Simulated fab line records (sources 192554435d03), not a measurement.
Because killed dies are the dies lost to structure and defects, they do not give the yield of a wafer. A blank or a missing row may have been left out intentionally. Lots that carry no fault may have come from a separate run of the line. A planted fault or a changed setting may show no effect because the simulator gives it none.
Matching of chambers -- flow n5Finfet -- N5_BEOL_M2_ALD_98 on aldSin-01: 4 sister chambers
The step deposits SiO2, target thk 2.5 nm, pulse time 1 s, co reactant pulse time 1 s. 8 wafers are shown with their chamber, then 11 later ones without.

== EACH WAFER AND ITS CHAMBER ==
wafer,chamber,heaterPowerW (W),precursorPulseHeightRel
L084.5,3,84,0.970
L086.3,2,77,0.986
L085.3,3,83,0.989
L085.6,1,75,1.033
L087.1,1,73,0.992
L087.3,0,79,0.990
L087.4,2,76,1.024
L092.3,0,78,0.999

== WAFERS WHOSE CHAMBER IS MISSING ==
wafer,heaterPowerW (W),precursorPulseHeightRel
L092.4,76,1.014
L092.5,73,0.966
L093.1,76,0.974
L093.4,79,0.974
L093.6,75,0.989
L095.1,79,1.005
L095.2,75,1.019
L095.3,78,0.971
L095.4,79,1.003
L095.5,77,1.001
L095.6,75,1.001

== EACH ONE'S CHAMBER ==
wafer,from the rows above,in truth
L092.4,can't be placed: 2 or 1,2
L092.5,can't be placed: 1 or 2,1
L093.1,can't be placed: 2 or 1 or 0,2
L093.4,can't be placed: 0 or 2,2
L093.6,can't be placed: 1 or 2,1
L095.1,can't be placed: 0 or 2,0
L095.2,can't be placed: 1 or 2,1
L095.3,can't be placed: 0 or 2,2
L095.4,0,0
L095.5,can't be placed: 2 or 0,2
L095.6,can't be placed: 1 or 2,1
Correctly placed: 1 of 11. From these rows, 10 cannot be placed; in 10 the true chamber is one of the candidates. Wrongly placed: 0.
How it was worked out, from the rows above alone: a wafer's distance from a chamber is the root of the sum, over the readings, of the square of ((its reading less the chamber's mean) divided by the reading's scatter). The wafer belongs to the nearest chamber; if the next one is less than 2 further off, it can't be placed. Each chamber's mean is taken over the wafers shown for it. How the scatter is found: for the shown wafers, subtract from each reading the mean of its chamber, square and add these, divide the total by (wafers less chambers), then take the root.
